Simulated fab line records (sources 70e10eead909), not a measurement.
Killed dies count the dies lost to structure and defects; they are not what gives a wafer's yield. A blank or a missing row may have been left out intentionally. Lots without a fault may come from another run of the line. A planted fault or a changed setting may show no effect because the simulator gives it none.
fab line records -- flow nand-harc -- part 1 of 2: steps 1 to 4 of 6
[record] lots = 24, wafers = 72, last-day = 34
route steps=1302 shown A_STAIRCASE@675
lots with no fault: from the same line, run without faults
start-h: start of the lot's first displayed wafer, in hours after the record's first day -- wait-h: hours since the lot's step before -- " as in the row above -- L1.1+2: one row covering several wafers at once -- - either no value or no given start -- * or withheld: withheld -- < > ~ a bound
route shown NAME@n: a module of which the file shows steps, and the number in the route of the first -- usual: the fault-free wafers' mean and standard deviation -- same: alike in all rows -- chamber/n: place in a boat -- sites: readings site by site -- _std_site: the values' standard deviation -- _edge_site: inner sites' mean taken away from outer sites' mean -- radius-mm: for every site, how far away it sits from the centre of the wafer -- mask NAME#n: copy n -- behind: tool/chamber where the wafer was last shaped -- hold: why the lot was held/for how many hours/how that ended -- device: names the non-switching transistor (n, p or np) -- end of line: the same wafers' tests at the end of the route -- step lacking rows: just its recipe -- killed: count of dies lost to structure and defects at first sort (not the wafer's yield) -- map: the dies of a wafer, with x for killed, . for not killed, _ for no die there
set.NAME: setting as actually run; set.NAME@STEP: the setting as run at that earlier step -- model.NAME: the simulator's own value behind a step, which no gauge read
route steps across a sampled set of lots; one table per step, one row per wafer
services: from which hour (start-h, from the record's first day; less than 0 if before it) a tool's chamber was out of use, for how many hours, and why
[[steps]]
[step NHARC_A_STAIRCASE_ETCH_19]
[recipe] target-depth-a = 1000, time-s = 40.5, ion-energy-ev = 400, c4f8-flow-sccm = 20, o2-flow-sccm = 10, ar-flow-sccm = withheld, rf-w = 600, bias-w = 1000, chemistry = C4F8/O2
[usual] oes-product-au = 0.944/0.011, rf-vpp-V = 897/4.4
lot.wafer,tool,chamber,start-h,wait-h,oes-product-au,rf-hours-counter-h,rf-vpp-V
L074.2,rie-diel-09,2,-,-,0.963,10,895
L074.3,rie-diel-09,1,-,-,0.941,12,898
L074.5,rie-diel-09,2,-,-,0.965,-,897
L075.4,rie-diel-01,2,-,-,0.939,51,900
L075.1,rie-diel-01,1,-,-,0.945,50,899
L075.6,rie-diel-01,3,-,-,0.949,-,888
L076.4,rie-diel-04,3,-,-,0.931,2,894
L076.1,rie-diel-04,0,-,-,0.961,2,897
L076.2,rie-diel-04,1,-,-,0.953,2,904
L078.1,rie-diel-04,0,-,-,0.938,12,899
L078.3,rie-diel-04,1,-,-,0.942,12,904
L078.5,rie-diel-04,3,-,-,0.928,-,892
L080.1,rie-diel-09,3,-,-,0.954,26,902
L080.2,rie-diel-09,1,-,-,0.949,27,899
L080.3,rie-diel-09,2,-,-,0.954,29,895
L079.1,rie-diel-09,1,-,-,0.963,30,899
L079.4,rie-diel-09,2,-,-,0.959,32,897
L079.2,rie-diel-09,3,-,-,0.953,29,901
L077.2,rie-diel-01,2,-,-,0.936,8,900
L077.3,rie-diel-01,0,-,-,0.949,11,904
L077.4,rie-diel-01,0,-,-,0.954,-,903
L082.4,rie-diel-04,3,-,-,0.919,14,893
L082.1,rie-diel-04,0,-,-,0.922,19,897
L082.5,rie-diel-04,3,-,-,0.918,-,894
L081.3,rie-diel-04,0,-,-,0.945,19,897
L081.4,rie-diel-04,1,-,-,0.945,18,903
L081.5,rie-diel-04,3,-,-,0.935,-,894
L083.3,rie-diel-01,1,-,-,0.931,26,898
L083.2,rie-diel-01,2,-,-,0.947,23,898
L083.5,rie-diel-01,2,-,-,0.929,-,898
L086.1,rie-diel-04,2,-,-,0.942,29,897
L086.4,rie-diel-04,3,-,-,0.934,24,892
L086.3,rie-diel-04,0,-,-,0.955,28,897
L084.1,rie-diel-04,1,-,-,0.932,31,903
L084.2,rie-diel-04,0,-,-,0.930,31,899
L084.4,rie-diel-04,1,-,-,0.935,-,903
L085.1,rie-diel-04,1,-,-,0.928,31,903
L085.6,rie-diel-04,0,-,-,0.932,-,896
L085.4,rie-diel-04,2,-,-,0.947,-,898
L087.1,rie-diel-09,2,-,-,0.959,60,897
L087.3,rie-diel-09,3,-,-,0.959,57,900
L087.5,rie-diel-09,1,-,-,0.945,-,896
L088.4,rie-diel-04,3,-,-,0.942,40,892
L088.5,rie-diel-04,3,-,-,0.933,-,893
L088.6,rie-diel-04,0,-,-,0.944,-,898
L089.1,rie-diel-04,2,-,-,0.954,47,896
L089.4,rie-diel-04,3,-,-,0.932,40,892
L089.5,rie-diel-04,2,-,-,0.948,-,898
L091.2,rie-diel-09,2,-,-,0.947,2,895
L091.4,rie-diel-09,3,-,-,0.929,2,901
L091.5,rie-diel-09,2,-,-,0.946,-,896
L090.4,rie-diel-01,2,-,-,0.937,42,898
L090.2,rie-diel-01,0,-,-,0.963,47,905
L090.5,rie-diel-01,3,-,-,0.942,-,888
L092.2,rie-diel-04,0,-,-,0.951,58,897
L092.6,rie-diel-04,0,-,-,0.955,-,898
L092.5,rie-diel-04,1,-,-,0.941,-,902
L093.5,rie-diel-04,2,-,-,0.945,-,897
L093.4,rie-diel-04,3,-,-,0.924,-,891
L093.6,rie-diel-04,0,-,-,0.947,-,898
L096.1,rie-diel-01,0,-,-,0.944,2,903
L096.2,rie-diel-01,2,-,-,0.941,3,899
L096.3,rie-diel-01,3,-,-,0.946,3,887
L094.3,rie-diel-04,0,-,-,0.939,7,897
L094.2,rie-diel-04,2,-,-,0.949,7,899
L094.4,rie-diel-04,0,-,-,0.937,-,897
L095.1,rie-diel-09,3,-,-,0.946,28,900
L095.2,rie-diel-09,2,-,-,0.965,28,896
L095.5,rie-diel-09,3,-,-,0.945,-,901
L097.3,rie-diel-09,3,-,-,0.938,33,901
L097.6,rie-diel-09,1,-,-,0.941,-,896
L097.5,rie-diel-09,2,-,-,0.950,-,896
[step NHARC_A_STAIRCASE_TRIM_22]
[recipe] time-s = 211.2, o2-flow-sccm = 500, ar-flow-sccm = 0, bias-w = 0, chemistry = O2
[usual] drypump-motor-current-A = 5.9/0.51, oes-product-au = 1.004/0.01, rf-vpp-V = 57.8/0.88, showerhead-plenum-p-Torr = 3.56/0.14, throttle-valve-pct = 17.035/0.0095
lot.wafer,tool,chamber,start-h,wait-h,drypump-motor-current-A,oes-product-au,rf-hours-counter-h,rf-vpp-V,showerhead-plenum-p-Torr,throttle-valve-pct
L074.3,rie-diel-09,1,-,-,6.6,1.003,12,58.1,3.60,17.024
L074.2,rie-diel-09,2,-,-,5.8,1.020,10,58.8,3.55,17.049
L074.5,rie-diel-09,1,-,-,6.6,1.004,-,55.9,3.60,17.050
L075.1,rie-diel-09,3,-,-,5.7,1.001,12,56.2,3.68,17.026
L075.4,rie-diel-09,0,-,-,6.2,0.995,14,57.0,3.33,17.032
L075.6,rie-diel-09,2,-,-,5.8,1.011,-,57.4,3.55,17.039
L076.1,rie-diel-01,0,-,-,5.2,1.015,52,58.3,3.78,17.040
L076.4,rie-diel-01,2,-,-,6.5,1.009,51,57.8,3.62,17.017
L076.2,rie-diel-01,3,-,-,6.0,1.007,57,56.3,3.36,17.031
L078.3,rie-diel-04,1,-,-,5.3,0.998,12,58.4,3.73,17.016
L078.1,rie-diel-04,0,-,-,5.2,0.998,12,58.8,3.59,17.045
L078.5,rie-diel-04,1,-,-,5.3,1.004,-,60.3,3.73,17.030
L080.3,rie-diel-09,2,-,-,5.8,1.017,29,57.4,3.54,17.032
L080.2,rie-diel-09,3,-,-,5.8,1.006,26,58.4,3.67,17.045
L080.1,rie-diel-09,0,-,-,6.2,1.000,24,58.5,3.33,17.029
L079.1,rie-diel-09,1,-,-,6.6,1.004,30,58.6,3.59,17.021
L079.4,rie-diel-09,2,-,-,5.8,1.014,32,57.5,3.54,17.017
L079.2,rie-diel-09,3,-,-,5.7,1.011,29,58.1,3.67,17.037
L077.3,rie-diel-01,2,-,-,6.6,1.005,8,57.9,3.62,17.041
L077.2,rie-diel-01,1,-,-,5.1,0.986,12,58.3,3.61,17.031
L077.4,rie-diel-01,0,-,-,5.3,1.020,-,57.7,3.77,17.028
L082.1,rie-diel-04,0,-,-,5.2,0.993,19,57.4,3.58,17.041
L082.4,rie-diel-04,2,-,-,5.7,1.003,19,57.7,3.59,17.013
L082.5,rie-diel-04,0,-,-,5.2,0.997,-,59.1,3.58,17.027
L081.4,rie-diel-09,2,-,-,5.8,1.011,35,56.7,3.54,17.060
L081.3,rie-diel-09,3,-,-,5.7,1.005,32,57.4,3.67,17.043
L081.5,rie-diel-09,1,-,-,6.6,1.004,-,56.8,3.59,17.054
L083.2,rie-diel-01,1,-,-,5.2,0.990,26,57.7,3.60,17.049
L083.3,rie-diel-01,2,-,-,6.6,0.998,23,58.4,3.61,17.032
L083.5,rie-diel-01,3,-,-,6.0,1.003,-,57.4,3.35,17.034
L086.3,rie-diel-04,0,-,-,5.2,1.003,29,58.2,3.58,17.019
L086.1,rie-diel-04,1,-,-,5.3,0.996,28,57.2,3.72,17.045
L086.4,rie-diel-04,2,-,-,5.6,1.013,29,58.7,3.58,17.034
L084.2,rie-diel-09,2,-,-,5.8,1.024,51,57.0,3.53,17.040
L084.1,rie-diel-09,3,-,-,5.7,1.013,45,59.9,3.66,17.016
L084.4,rie-diel-09,0,-,-,6.2,0.993,42,57.1,3.32,17.036
L085.1,rie-diel-01,0,-,-,5.2,1.021,31,58.1,3.76,17.022
L085.4,rie-diel-01,1,-,-,5.2,1.003,27,56.5,3.60,17.034
L085.6,rie-diel-01,0,-,-,5.3,1.013,-,57.5,3.76,17.048
L087.3,rie-diel-01,2,-,-,6.6,1.009,32,56.6,3.61,17.036
L087.1,rie-diel-01,3,-,-,6.0,0.994,32,58.0,3.34,17.038
L087.5,rie-diel-01,3,-,-,6.0,0.992,-,59.7,3.34,17.025
L088.4,rie-diel-09,3,-,-,5.7,0.994,0,57.9,3.66,17.032
L088.5,rie-diel-09,2,-,-,5.8,1.021,-,58.9,3.52,17.039
L088.6,rie-diel-09,3,-,-,5.7,1.006,-,58.0,3.66,17.029
L089.4,rie-diel-01,1,-,-,5.2,0.986,39,57.2,3.59,17.042
L089.1,rie-diel-01,0,-,-,5.3,1.011,44,57.0,3.75,17.023
L089.5,rie-diel-01,2,-,-,6.6,0.996,-,56.1,3.60,17.040
L091.2,rie-diel-01,1,-,-,5.2,0.996,41,57.8,3.59,17.037
L091.4,rie-diel-01,0,-,-,5.3,1.022,46,58.6,3.75,17.036
L091.5,rie-diel-01,2,-,-,6.6,1.003,-,58.9,3.60,17.027
L090.2,rie-diel-09,3,-,-,5.7,1.000,3,57.4,3.65,17.028
L090.4,rie-diel-09,0,-,-,6.2,0.998,3,57.1,3.31,17.040
L090.5,rie-diel-09,1,-,-,6.6,1.010,-,59.6,3.58,17.038
L092.2,rie-diel-01,0,-,-,5.3,1.015,50,58.4,3.75,17.047
L092.6,rie-diel-01,0,-,-,5.3,1.003,-,58.4,3.75,17.043
L092.5,rie-diel-01,1,-,-,5.2,0.994,-,57.9,3.59,17.029
L093.4,rie-diel-09,2,-,-,5.8,1.014,19,57.6,3.51,17.033
L093.5,rie-diel-09,0,-,-,6.3,0.995,-,57.2,3.30,17.054
L093.6,rie-diel-09,1,-,-,6.6,1.015,-,56.9,3.57,17.036
L094.2,rie-diel-01,3,-,-,6.0,1.008,3,57.5,3.33,17.037
L094.3,rie-diel-01,1,-,-,5.2,0.986,3,58.1,3.58,17.045
L094.4,rie-diel-01,2,-,-,6.5,0.993,3,57.7,3.59,17.041
L096.3,rie-diel-09,0,-,-,6.2,0.998,19,59.1,3.30,17.026
L096.1,rie-diel-09,1,-,-,6.6,1.013,21,57.4,3.57,17.036
L096.2,rie-diel-09,2,-,-,5.8,1.021,24,57.5,3.51,17.024
L095.2,rie-diel-01,3,-,-,6.0,1.011,6,57.0,3.33,17.039
L095.1,rie-diel-01,1,-,-,5.2,0.989,8,57.7,3.58,17.024
L095.5,rie-diel-01,0,-,-,5.3,1.003,-,60.3,3.74,17.032
L097.3,rie-diel-09,0,-,-,6.2,1.004,30,56.9,3.29,17.031
L097.6,rie-diel-09,3,-,-,5.7,0.991,-,57.8,3.64,17.037
L097.5,rie-diel-09,0,-,-,6.2,1.003,-,56.8,3.29,17.036
[step NHARC_A_STAIRCASE_ETCH_188]
[recipe] target-depth-a = 1000, time-s = 40.5, ion-energy-ev = 400, c4f8-flow-sccm = 20, o2-flow-sccm = 10, ar-flow-sccm = withheld, rf-w = 600, bias-w = 1000, chemistry = C4F8/O2
[usual] oes-product-au = 0.943/0.014, rf-vpp-V = 897/4.6
lot.wafer,tool,chamber,start-h,wait-h,oes-product-au,rf-hours-counter-h,rf-vpp-V
L074.2,rie-diel-09,3,-,-,0.930,10,903
L074.3,rie-diel-09,0,-,-,0.916,12,889
L074.5,rie-diel-09,1,-,-,0.939,-,900
L075.4,rie-diel-09,1,-,-,0.950,17,899
L075.1,rie-diel-09,2,-,-,0.961,15,895
L075.6,rie-diel-09,3,-,-,0.958,-,901
L076.1,rie-diel-04,2,-,-,0.938,2,899
L076.4,rie-diel-04,3,-,-,0.938,2,895
L076.2,rie-diel-04,1,-,-,0.936,2,903
L078.3,rie-diel-01,1,-,-,0.933,9,899
L078.1,rie-diel-01,0,-,-,0.951,8,903
L078.5,rie-diel-01,0,-,-,0.955,-,905
L080.2,rie-diel-09,2,-,-,0.955,30,897
L080.1,rie-diel-09,0,-,-,0.942,25,890
L080.3,rie-diel-09,1,-,-,0.948,28,898
L079.1,rie-diel-09,0,-,-,0.944,28,888
L079.2,rie-diel-09,1,-,-,0.944,30,899
L079.4,rie-diel-09,2,-,-,0.958,32,897
L077.3,rie-diel-04,1,-,-,0.932,16,903
L077.4,rie-diel-04,2,-,-,0.946,17,899
L077.2,rie-diel-04,0,-,-,0.924,18,896
L082.1,rie-diel-01,0,-,-,0.971,15,904
L082.4,rie-diel-01,1,-,-,0.941,16,899
L082.5,rie-diel-01,3,-,-,0.957,-,889
L081.4,rie-diel-01,3,-,-,0.943,6,890
L081.3,rie-diel-01,0,-,-,0.967,15,904
L081.5,rie-diel-01,2,-,-,0.929,-,900
L083.2,rie-diel-04,3,-,-,0.916,26,892
L083.3,rie-diel-04,2,-,-,0.922,31,898
L083.5,rie-diel-04,3,-,-,0.921,-,892
L086.1,rie-diel-09,1,-,-,0.943,48,899
L086.4,rie-diel-09,2,-,-,0.952,50,897
L086.3,rie-diel-09,0,-,-,0.941,41,888
L084.2,rie-diel-04,2,-,-,0.927,33,898
L084.1,rie-diel-04,0,-,-,0.917,32,898
L084.4,rie-diel-04,1,-,-,0.935,-,903
L085.1,rie-diel-01,2,-,-,0.970,25,898
L085.4,rie-diel-01,3,-,-,0.953,24,888
L085.6,rie-diel-01,2,-,-,0.973,-,899
L087.1,rie-diel-09,3,-,-,0.956,57,901
L087.3,rie-diel-09,0,-,-,0.948,56,887
L087.5,rie-diel-09,3,-,-,0.965,-,900
L088.4,rie-diel-01,0,-,-,0.963,45,903
L088.6,rie-diel-01,1,-,-,0.947,-,898
L088.5,rie-diel-01,2,-,-,0.945,-,898
L089.4,rie-diel-09,1,-,-,0.959,1,897
L089.1,rie-diel-09,0,-,-,0.963,1,888
L089.5,rie-diel-09,1,-,-,0.955,-,897
L091.2,rie-diel-04,2,-,-,0.957,53,898
L091.4,rie-diel-04,3,-,-,0.945,45,893
L091.5,rie-diel-04,3,-,-,0.948,-,891
L090.2,rie-diel-04,3,-,-,0.934,47,894
L090.5,rie-diel-04,1,-,-,0.941,-,901
L090.4,rie-diel-04,3,-,-,0.937,-,892
L092.2,rie-diel-04,2,-,-,0.925,55,899
L092.5,rie-diel-04,3,-,-,0.921,-,892
L092.6,rie-diel-04,0,-,-,0.930,-,897
L093.6,rie-diel-04,2,-,-,0.921,-,896
L093.4,rie-diel-04,3,-,-,0.909,-,893
L093.5,rie-diel-04,0,-,-,0.929,-,898
L096.1,rie-diel-01,0,-,-,0.947,3,902
L096.2,rie-diel-01,1,-,-,0.933,3,898
L096.3,rie-diel-01,3,-,-,0.954,3,890
L094.4,rie-diel-09,1,-,-,0.944,22,897
L094.2,rie-diel-09,2,-,-,0.968,25,895
L094.3,rie-diel-09,3,-,-,0.949,23,900
L095.1,rie-diel-09,0,-,-,0.939,26,887
L095.2,rie-diel-09,1,-,-,0.936,26,897
L095.5,rie-diel-09,1,-,-,0.951,-,897
L097.3,rie-diel-01,3,-,-,0.965,15,888
L097.6,rie-diel-01,1,-,-,0.942,-,898
L097.5,rie-diel-01,2,-,-,0.960,-,899
[step NHARC_A_STAIRCASE_STRIP_205]
[recipe] power-w = 1500, temp-c = 250, chemistry = O2
[usual] drypump-motor-current-A = 5.6/0.34, heater-power-w = 332/12, temp-c = 249.97/0.19
lot.wafer,tool,chamber,start-h,wait-h,drypump-motor-current-A,heater-power-w,rf-hours-counter-h,temp-c
L074.2,plasma-asher-01,1,365.96,0.1,5.2,329,2,250.03
L074.3,plasma-asher-01,1,365.96,0.1,5.2,332,-,249.98
L074.5,plasma-asher-01,1,365.96,0.1,5.2,343,-,249.96
L075.1,plasma-asher-01,0,378.59,0.1,5.8,310,4,249.71
L075.4,plasma-asher-01,0,378.59,0.1,5.8,319,-,250.30
L075.6,plasma-asher-01,0,378.59,0.1,5.8,321,-,250.10
L076.1,plasma-asher-02,1,378.78,0.1,6.1,335,27,250.03
L076.2,plasma-asher-02,0,378.78,0.1,5.4,330,27,249.70
L076.4,plasma-asher-02,1,378.78,0.1,6.1,334,-,250.08
L078.1,plasma-asher-02,1,413.39,0.1,6.1,341,32,249.88
L078.3,plasma-asher-02,1,413.39,0.1,6.1,340,-,249.96
L078.5,plasma-asher-02,0,413.39,0.1,5.4,336,-,249.81
L080.1,plasma-asher-01,1,415.93,0.1,5.2,338,10,250.08
L080.2,plasma-asher-01,0,415.93,0.1,5.8,318,10,249.91
L080.3,plasma-asher-01,0,415.93,0.1,5.8,313,-,249.53
L079.2,plasma-asher-02,0,421.75,0.1,5.4,336,34,250.10
L079.1,plasma-asher-02,1,421.75,0.1,6.1,348,34,249.86
L079.4,plasma-asher-02,1,421.75,0.1,6.1,342,-,250.04
L077.2,plasma-asher-02,1,422.16,0.1,6.1,353,34,250.30
L077.3,plasma-asher-02,0,422.16,0.1,5.4,340,-,249.81
L077.4,plasma-asher-02,1,422.16,0.1,6.1,339,-,250.04
L082.1,plasma-asher-01,0,430.92,0.7,5.8,313,16,250.12
L082.4,plasma-asher-01,1,430.92,0.7,5.2,333,-,250.43
L082.5,plasma-asher-01,0,430.92,0.7,5.9,319,-,250.03
L081.4,plasma-asher-01,0,431.25,0.4,5.9,320,-,250.13
L081.3,plasma-asher-01,1,431.25,0.4,5.2,338,-,249.86
L081.5,plasma-asher-01,0,431.25,0.4,5.8,323,-,249.74
L083.2,plasma-asher-02,0,467.75,0.1,5.4,341,5,249.94
L083.3,plasma-asher-02,0,467.75,0.1,5.4,348,-,249.80
L083.5,plasma-asher-02,0,467.75,0.1,5.4,343,-,250.01
L086.1,plasma-asher-01,1,468.06,0.1,5.2,333,24,249.98
L086.4,plasma-asher-01,1,468.06,0.1,5.2,333,-,250.04
L086.3,plasma-asher-01,0,468.06,0.1,5.8,320,-,249.79
L084.2,plasma-asher-01,1,472.71,0.1,5.2,337,25,250.20
L084.1,plasma-asher-01,0,472.71,0.1,5.8,316,25,250.13
L084.4,plasma-asher-01,1,472.71,0.1,5.2,334,-,249.93
L085.1,plasma-asher-02,0,473.06,0.1,5.4,346,7,249.97
L085.4,plasma-asher-02,0,473.06,0.1,5.4,334,-,250.20
L085.6,plasma-asher-02,0,473.06,0.1,5.4,349,-,249.89
L087.1,plasma-asher-02,1,501.42,0.1,6.1,337,13,249.79
L087.3,plasma-asher-02,1,501.42,0.1,6.1,340,-,249.93
L087.5,plasma-asher-02,1,501.42,0.1,6.1,344,-,249.79
L088.4,plasma-asher-01,1,512.65,0.2,5.2,335,-,249.65
L088.5,plasma-asher-01,0,512.65,0.2,5.9,322,-,249.53
L088.6,plasma-asher-01,1,512.65,0.2,5.2,334,-,249.80
L089.1,plasma-asher-01,0,513.70,0.1,5.8,321,35,250.23
L089.4,plasma-asher-01,1,513.70,0.1,5.2,332,-,249.96
L089.5,plasma-asher-01,1,513.70,0.1,5.2,330,-,250.08
L091.2,plasma-asher-02,0,521.37,0.1,5.4,343,18,250.09
L091.4,plasma-asher-02,1,521.37,0.1,6.1,339,-,250.08
L091.5,plasma-asher-02,1,521.37,0.1,6.1,337,-,250.11
L090.2,plasma-asher-01,1,528.05,0.6,5.2,348,0,249.81
L090.4,plasma-asher-01,0,528.05,0.6,5.9,319,-,250.00
L090.5,plasma-asher-01,0,528.05,0.6,5.8,309,-,250.06
L092.2,plasma-asher-02,0,536.58,0.1,5.4,346,23,249.59
L092.5,plasma-asher-02,0,536.58,0.1,5.4,334,-,249.93
L092.6,plasma-asher-02,1,536.58,0.1,6.1,338,-,249.61
L093.4,plasma-asher-01,1,570.07,0.2,5.2,347,-,249.85
L093.6,plasma-asher-01,0,570.07,0.2,5.8,307,-,250.22
L093.5,plasma-asher-01,1,570.07,0.2,5.2,343,-,249.86
L094.2,plasma-asher-01,1,582.65,0.1,5.2,336,8,250.37
L094.3,plasma-asher-01,0,582.65,0.1,5.8,316,-,250.05
L094.4,plasma-asher-01,1,582.65,0.1,5.2,347,-,250.39
L096.1,plasma-asher-01,1,584.17,0.1,5.2,335,8,249.90
L096.2,plasma-asher-01,0,584.17,0.1,5.9,314,8,249.93
L096.3,plasma-asher-01,1,584.17,0.1,5.2,336,-,249.78
L095.1,plasma-asher-01,1,589.78,0.1,5.2,348,11,249.93
L095.2,plasma-asher-01,0,589.78,0.1,5.9,305,11,249.89
L095.5,plasma-asher-01,1,589.78,0.1,5.2,342,-,249.90
L097.3,plasma-asher-01,1,611.54,0.2,5.2,350,-,249.94
L097.6,plasma-asher-01,1,611.54,0.2,5.2,350,-,250.08
L097.5,plasma-asher-01,0,611.54,0.2,5.8,310,-,250.22
